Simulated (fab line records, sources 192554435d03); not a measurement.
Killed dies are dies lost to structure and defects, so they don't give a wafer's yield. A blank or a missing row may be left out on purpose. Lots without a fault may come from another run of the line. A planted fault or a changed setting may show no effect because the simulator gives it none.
Which tool did it? | flow n5_finfet | 24 lots, 72 wafers sampled, at 6 steps of a route of 1938

WHAT THE GAUGES READ, wafer by wafer
N5_BEOL_M3_OCD_MEAS_38.
lot  | measured     | on     | trench_depth_nm (nm)
L074 | day 8 11:59  | ocd-01 | 55.0 53.4 54.3
L075 | day 8 17:50  | ocd-02 | 54.8 53.0 55.9
L076 | day 8 20:53  | ocd-01 | 53.2 54.2 54.1
L077 | day 8 21:15  | ocd-01 | 55.2 53.6 53.9
L079 | day 8 21:23  | ocd-01 | 52.7 55.6 56.2
L080 | day 8 21:34  | ocd-02 | 54.6 55.1 53.7
L078 | day 9 01:31  | ocd-02 | 54.0 54.5 53.9
L081 | day 9 03:46  | ocd-01 | 53.9 53.5 55.1
L082 | day 9 03:47  | ocd-01 | 56.3 56.0 55.8
L084 | day 10 16:33 | ocd-02 | 55.0 55.0 55.1
L083 | day 10 15:18 | ocd-01 | 56.4 55.4 56.9
L085 | day 10 17:01 | ocd-02 | 56.0 54.8 54.4
L086 | day 10 20:17 | ocd-02 | 53.6 57.2 55.8
L087 | day 11 09:58 | ocd-01 | 55.0 53.7 54.8
L088 | day 11 10:05 | ocd-01 | 54.6 54.5 55.4
L089 | day 11 21:07 | ocd-02 | 56.1 53.4 52.6
L090 | day 12 00:29 | ocd-02 | 55.0 54.7 54.3
L091 | day 12 07:26 | ocd-01 | 55.3 54.4 54.7
L092 | day 12 14:23 | ocd-02 | 55.3 55.4 54.3
L093 | day 12 18:05 | ocd-01 | 54.7 55.6 55.0
L094 | day 13 01:13 | ocd-01 | 54.8 57.5 54.4
L095 | day 13 04:31 | ocd-02 | 53.8 54.3 55.1
L097 | day 13 07:36 | ocd-01 | 56.2 55.0 56.1
L096 | day 13 07:40 | ocd-02 | 55.2 55.5 54.9

N5_BEOL_M4_CD_MEAS_11: target cd 16.79 nm.
lot  | measured     | on        | cd_nm (nm)
L074 | day 8 18:32  | cd_sem-01 | 16.88 16.87 16.87
L075 | day 8 22:25  | cd_sem-03 | 16.68 16.36 16.73
L076 | day 9 01:41  | cd_sem-02 | 16.68 16.78 16.81
L077 | day 9 04:11  | cd_sem-03 | 16.94 16.96 16.76
L079 | day 9 04:17  | cd_sem-02 | 16.71 16.45 16.73
L080 | day 9 04:24  | cd_sem-01 | 16.65 16.70 17.38
L078 | day 9 08:22  | cd_sem-03 | 17.00 16.72 16.74
L081 | day 9 09:38  | cd_sem-02 | 16.93 16.49 16.52
L082 | day 9 10:37  | cd_sem-03 | 16.54 16.75 17.15
L084 | day 10 21:13 | cd_sem-02 | 16.33 16.46 17.00
L083 | day 10 21:06 | cd_sem-01 | 17.14 17.08 16.42
L085 | day 11 01:07 | cd_sem-03 | 16.38 16.96 16.24
L086 | day 11 02:26 | cd_sem-01 | 16.89 17.17 16.95
L087 | day 11 18:05 | cd_sem-03 | 16.80 16.73 16.60
L088 | day 11 18:23 | cd_sem-03 | 16.68 16.40 16.24
L089 | day 12 01:36 | cd_sem-01 | 17.33 16.39 16.76
L090 | day 12 07:39 | cd_sem-02 | 17.34 16.97 16.90
L091 | day 12 15:20 | cd_sem-03 | 16.95 16.76 16.85
L092 | day 12 19:25 | cd_sem-02 | 16.68 16.96 17.13
L093 | day 13 01:38 | cd_sem-01 | 16.68 16.68 16.42
L094 | day 13 08:01 | cd_sem-03 | 16.85 16.96 16.36
L095 | day 13 11:42 | cd_sem-03 | 16.63 16.41 16.71
L097 | day 13 13:25 | cd_sem-02 | 16.46 16.40 16.79
L096 | day 13 16:15 | cd_sem-03 | 16.99 16.96 16.88

N5_BEOL_M4_CD_MEAS_28: target cd 26.2 nm, target cd y 24.1 nm.
lot  | measured     | on        | cd_nm (nm)
L074 | day 8 19:32  | cd_sem-01 | 26.07 26.02 26.04
L075 | day 8 23:25  | cd_sem-03 | 26.58 26.30 26.11
L076 | day 9 02:41  | cd_sem-01 | 26.62 26.00 26.28
L077 | day 9 05:11  | cd_sem-03 | 25.93 26.31 25.86
L079 | day 9 05:23  | cd_sem-03 | 26.05 26.15 26.29
L080 | day 9 05:34  | cd_sem-01 | 25.63 26.26 26.08
L078 | day 9 09:26  | cd_sem-02 | 26.31 25.83 25.68
L081 | day 9 10:38  | cd_sem-02 | 25.88 26.27 25.91
L082 | day 9 11:47  | cd_sem-03 | 26.33 26.21 26.64
L084 | day 10 23:13 | cd_sem-01 | 26.23 26.50 26.19
L083 | day 10 22:53 | cd_sem-03 | 26.38 26.48 26.63
L085 | day 11 02:37 | cd_sem-01 | 26.39 26.20 26.48
L086 | day 11 04:12 | cd_sem-03 | 26.05 26.11 26.40
L087 | day 11 19:05 | cd_sem-01 | 25.69 25.94 25.92
L088 | day 11 19:23 | cd_sem-03 | 25.99 26.14 26.32
L089 | day 12 02:38 | cd_sem-03 | 26.16 26.44 26.05
L090 | day 12 08:39 | cd_sem-02 | 26.24 26.41 25.83
L091 | day 12 16:13 | cd_sem-01 | 26.08 25.73 25.93
L092 | day 12 20:28 | cd_sem-03 | 26.08 26.03 26.52
L093 | day 13 02:41 | cd_sem-01 | 26.46 25.93 26.43
L094 | day 13 09:01 | cd_sem-03 | 26.31 26.20 26.37
L095 | day 13 12:56 | cd_sem-03 | 26.29 25.91 26.29
L097 | day 13 14:18 | cd_sem-02 | 26.20 26.03 26.15
L096 | day 13 17:33 | cd_sem-01 | 25.98 27.02 26.43

WHICH TOOL RAN EACH LOT (tool, then ch and the chambers of the sampled wafers, then the start)
lot  | N5_BEOL_M3_DESCUM_33               | N5_BEOL_M3_PRE_CLEAN_45      | N5_BEOL_M3_ANNEAL_91
L074 | rie_diel-04 ch 0,3, day 8 09:42    | pvd_sputter-02, day 8 12:19  | pvd_sputter-03, day 8 14:20
L075 | rie_diel-05 ch 0,2, day 8 14:02    | pvd_sputter-02, day 8 18:23  | pvd_sputter-02, day 8 20:10
L076 | rie_diel-02 ch 1,2,3, day 8 16:31  | pvd_sputter-02, day 8 21:33  | pvd_sputter-01, day 8 23:22
L077 | rie_diel-04 ch 0,1,3, day 8 16:57  | pvd_sputter-02, day 8 21:38  | pvd_sputter-02, day 8 23:49
L079 | rie_diel-04 ch 1,3, day 8 17:49    | pvd_sputter-03, day 8 21:41  | pvd_sputter-01, day 9 01:12
L080 | rie_diel-02 ch 2,3, day 8 17:55    | pvd_sputter-02, day 8 21:52  | pvd_sputter-03, day 9 01:19
L078 | rie_diel-05 ch 0,1,3, day 8 23:04  | pvd_sputter-02, day 9 03:38  | pvd_sputter-01, day 9 05:25
L081 | rie_diel-04 ch 1,3, day 9 02:18    | pvd_sputter-01, day 9 04:10  | pvd_sputter-01, day 9 07:15
L082 | rie_diel-02 ch 1,2, day 9 03:00    | pvd_sputter-03, day 9 04:12  | pvd_sputter-03, day 9 07:50
L084 | rie_diel-05 ch 2,3, day 9 16:08    | pvd_sputter-02, day 10 17:02 | pvd_sputter-01, day 10 18:54
L083 | rie_diel-05 ch 1,2, day 9 16:17    | pvd_sputter-01, day 10 16:47 | pvd_sputter-02, day 10 18:34
L085 | rie_diel-02 ch 1,3, day 9 21:14    | pvd_sputter-01, day 10 17:15 | pvd_sputter-01, day 10 20:49
L086 | rie_diel-04 ch 0,3, day 10 09:40   | pvd_sputter-03, day 10 20:32 | pvd_sputter-01, day 10 22:47
L087 | rie_diel-05 ch 1,3, day 11 08:58   | pvd_sputter-02, day 11 10:30 | pvd_sputter-03, day 11 12:13
L088 | rie_diel-02 ch 0,2,3, day 11 09:09 | pvd_sputter-02, day 11 10:35 | pvd_sputter-02, day 11 12:17
L089 | rie_diel-05 ch 0,1, day 11 14:27   | pvd_sputter-02, day 11 21:25 | pvd_sputter-01, day 11 23:14
L090 | rie_diel-02 ch 0,1,3, day 11 14:46 | pvd_sputter-03, day 12 00:51 | pvd_sputter-02, day 12 04:06
L091 | rie_diel-04 ch 0,1,3, day 12 06:43 | pvd_sputter-03, day 12 07:42 | pvd_sputter-01, day 12 11:26
L092 | rie_diel-04 ch 1,3, day 12 11:47   | pvd_sputter-01, day 12 15:17 | pvd_sputter-01, day 12 17:03
L093 | rie_diel-05 ch 0,2,3, day 12 12:02 | pvd_sputter-01, day 12 18:27 | pvd_sputter-03, day 12 20:18
L094 | rie_diel-02 ch 0,1,2, day 12 12:06 | pvd_sputter-02, day 13 01:35 | pvd_sputter-01, day 13 03:38
L095 | rie_diel-05 ch 0,3, day 12 17:19   | pvd_sputter-01, day 13 05:03 | pvd_sputter-01, day 13 06:59
L097 | rie_diel-05 ch 1,2, day 12 21:47   | pvd_sputter-02, day 13 08:25 | pvd_sputter-03, day 13 10:44
L096 | rie_diel-04 ch 0,2,3, day 12 22:14 | pvd_sputter-02, day 13 08:32 | pvd_sputter-01, day 13 11:49
- N5_BEOL_M3_DESCUM_33: chemistry O2, time 7 s.
- N5_BEOL_M3_PRE_CLEAN_45: time 30 s.
- N5_BEOL_M3_ANNEAL_91: time 240 s.

WHAT THE TOOLS THEMSELVES READ (means of the sampled wafers that have a number; where no wafer has one, the mark that the record gives instead)
N5_BEOL_M3_DESCUM_33.
lot  | tool        | drypump_motor_current_A (A) | oes_product_au (a.u.) | rf_vpp_V (V) | showerhead_plenum_p_Torr (Torr) | throttle_valve_pct (%)
L074 | rie_diel-04 | 5.6                         | 0.72                  | 242.6        | 2.05                            | 20.82
L075 | rie_diel-05 | 5.5                         | 0.73                  | 243.2        | 2.07                            | 20.21
L076 | rie_diel-02 | 5.7                         | 0.66                  | 242.5        | 2.11                            | 20.57
L077 | rie_diel-04 | 5.7                         | 0.71                  | 243.2        | 2.07                            | 20.60
L079 | rie_diel-04 | 5.8                         | 0.73                  | 243.4        | 2.10                            | 20.41
L080 | rie_diel-02 | 5.6                         | 0.66                  | 242.8        | 2.07                            | 20.64
L078 | rie_diel-05 | 5.6                         | 0.84                  | 243.8        | 2.14                            | 20.29
L081 | rie_diel-04 | 5.8                         | 0.72                  | 242.8        | 2.10                            | 20.40
L082 | rie_diel-02 | 5.7                         | 0.66                  | 244.6        | 2.15                            | 20.47
L084 | rie_diel-05 | 6.2                         | 0.86                  | 245.0        | 2.17                            | 20.34
L083 | rie_diel-05 | 5.3                         | 0.80                  | 243.8        | 2.11                            | 20.23
L085 | rie_diel-02 | 5.6                         | 0.86                  | 242.6        | 2.08                            | 20.46
L086 | rie_diel-04 | 5.6                         | 0.70                  | 242.4        | 2.01                            | 20.81
L087 | rie_diel-05 | 5.9                         | 0.89                  | 245.0        | 2.19                            | 20.36
L088 | rie_diel-02 | 5.5                         | 0.85                  | 242.5        | 2.05                            | 20.32
L089 | rie_diel-05 | 5.2                         | 0.79                  | 243.2        | 2.11                            | 20.25
L090 | rie_diel-02 | 5.5                         | 0.87                  | 242.7        | 2.06                            | 20.33
L091 | rie_diel-04 | 5.7                         | 0.71                  | 243.1        | 2.06                            | 20.64
L092 | rie_diel-04 | 5.6                         | 0.70                  | 242.4        | 2.03                            | 20.63
L093 | rie_diel-05 | 5.8                         | 0.77                  | 242.9        | 2.12                            | 20.30
L094 | rie_diel-02 | 5.6                         | 0.86                  | 243.4        | 2.09                            | 20.21
L095 | rie_diel-05 | 6.0                         | 0.84                  | 243.2        | 2.17                            | 20.36
L097 | rie_diel-05 | 5.6                         | 0.74                  | 244.8        | 2.09                            | 20.25
L096 | rie_diel-04 | 5.7                         | 0.77                  | 243.0        | 2.03                            | 20.55

N5_BEOL_M3_PRE_CLEAN_45.
lot  | tool           | heater_power_w (W)
L074 | pvd_sputter-02 | 313
L075 | pvd_sputter-02 | 326
L076 | pvd_sputter-02 | 322
L077 | pvd_sputter-02 | 337
L079 | pvd_sputter-03 | 348
L080 | pvd_sputter-02 | 324
L078 | pvd_sputter-02 | 325
L081 | pvd_sputter-01 | 340
L082 | pvd_sputter-03 | 377
L084 | pvd_sputter-02 | 326
L083 | pvd_sputter-01 | 337
L085 | pvd_sputter-01 | 333
L086 | pvd_sputter-03 | 348
L087 | pvd_sputter-02 | 327
L088 | pvd_sputter-02 | 322
L089 | pvd_sputter-02 | 322
L090 | pvd_sputter-03 | 368
L091 | pvd_sputter-03 | 360
L092 | pvd_sputter-01 | 297
L093 | pvd_sputter-01 | 339
L094 | pvd_sputter-02 | 326
L095 | pvd_sputter-01 | 318
L097 | pvd_sputter-02 | 319
L096 | pvd_sputter-02 | 333

N5_BEOL_M3_ANNEAL_91.
lot  | tool           | heater_power_w (W)
L074 | pvd_sputter-03 | 897
L075 | pvd_sputter-02 | 814
L076 | pvd_sputter-01 | 797
L077 | pvd_sputter-02 | 813
L079 | pvd_sputter-01 | 744
L080 | pvd_sputter-03 | 952
L078 | pvd_sputter-01 | 798
L081 | pvd_sputter-01 | 806
L082 | pvd_sputter-03 | 894
L084 | pvd_sputter-01 | 799
L083 | pvd_sputter-02 | 800
L085 | pvd_sputter-01 | 786
L086 | pvd_sputter-01 | 906
L087 | pvd_sputter-03 | 896
L088 | pvd_sputter-02 | 797
L089 | pvd_sputter-01 | 748
L090 | pvd_sputter-02 | 813
L091 | pvd_sputter-01 | 796
L092 | pvd_sputter-01 | 899
L093 | pvd_sputter-03 | 884
L094 | pvd_sputter-01 | 847
L095 | pvd_sputter-01 | 694
L097 | pvd_sputter-03 | 870
L096 | pvd_sputter-01 | 746

THE ANSWER, worked out from the rows above alone
Rule: what is usual is taken from the lots themselves. Put in order of their means at a reading, lots are off if they are a third of the lots or fewer, leave a main group of 4 or more, and stand apart from it by a gap of 3 or more times the standard deviation of the main group's means; of several such gaps the widest counts. A main group whose means are all the same, to the digits that the tables above print for the reading, isn't used. A lot without any number at a reading at which 4 lots or more have one is off too. The other lots that the step has rows for count as sound. The gauges are gone through in route order, then the tools' own readings, and for those a lot's mean is taken as printed above. The first step at which some lot is off is used, and at that step the reading that is off furthest; a lot without a number counts as furthest.
No lot is off at any reading shown: from this, nothing can be told.

WHAT THE SIMULATOR HAD PUT IN
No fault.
